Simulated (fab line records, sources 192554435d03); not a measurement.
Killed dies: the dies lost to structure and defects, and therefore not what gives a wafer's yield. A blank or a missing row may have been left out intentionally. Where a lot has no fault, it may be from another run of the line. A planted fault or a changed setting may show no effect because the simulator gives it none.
Matching of chambers    flow n5_finfet    N5_BEOL_M0_STRIP_104 on rie_diel-05: 4 sister chambers
The step strips in N2/H2. 4 wafers are shown with their chamber, then 10 later ones without.

## WAFERS, EACH WITH ITS CHAMBER
wafer   chamber  throttle_valve_pct (%)
L088.4  1        24.0
L091.4  3        23.7
L092.2  2        23.4
L092.3  0        23.4

## WAFERS WITH NO CHAMBER GIVEN
wafer   throttle_valve_pct (%)
L092.5  23.4
L093.1  23.4
L093.4  23.4
L093.6  24.1
L094.1  23.7
L094.3  23.4
L094.4  24.1
L096.3  23.4
L096.4  23.7
L096.5  23.7

## WHICH CHAMBER EACH WENT THROUGH
wafer   from the rows above      in truth
L092.5  can't be placed: 0 or 2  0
L093.1  can't be placed: 0 or 2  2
L093.4  can't be placed: 0 or 2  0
L093.6  1                        1
L094.1  3                        3
L094.3  can't be placed: 0 or 2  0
L094.4  1                        1
L096.3  can't be placed: 0 or 2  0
L096.4  3                        3
L096.5  3                        3
Placed correctly: 5 of 10. Can't be placed from these rows: 5 (the true chamber is among the candidates in 5). Number placed wrongly: 0.
How it was worked out, from the rows above alone: a wafer's distance from a chamber is the root of the sum, over the readings, of the square of ((its reading less the chamber's mean) divided by the reading's scatter). If the next closest chamber is less than 2 further off than the closest, the wafer can't be placed; otherwise it belongs to the closest. For every chamber, the mean is computed from those of its wafers that are shown. The scatter: with one shown wafer a chamber, the root of the mean of the squares of how far each hidden wafer lies from its nearest shown one.
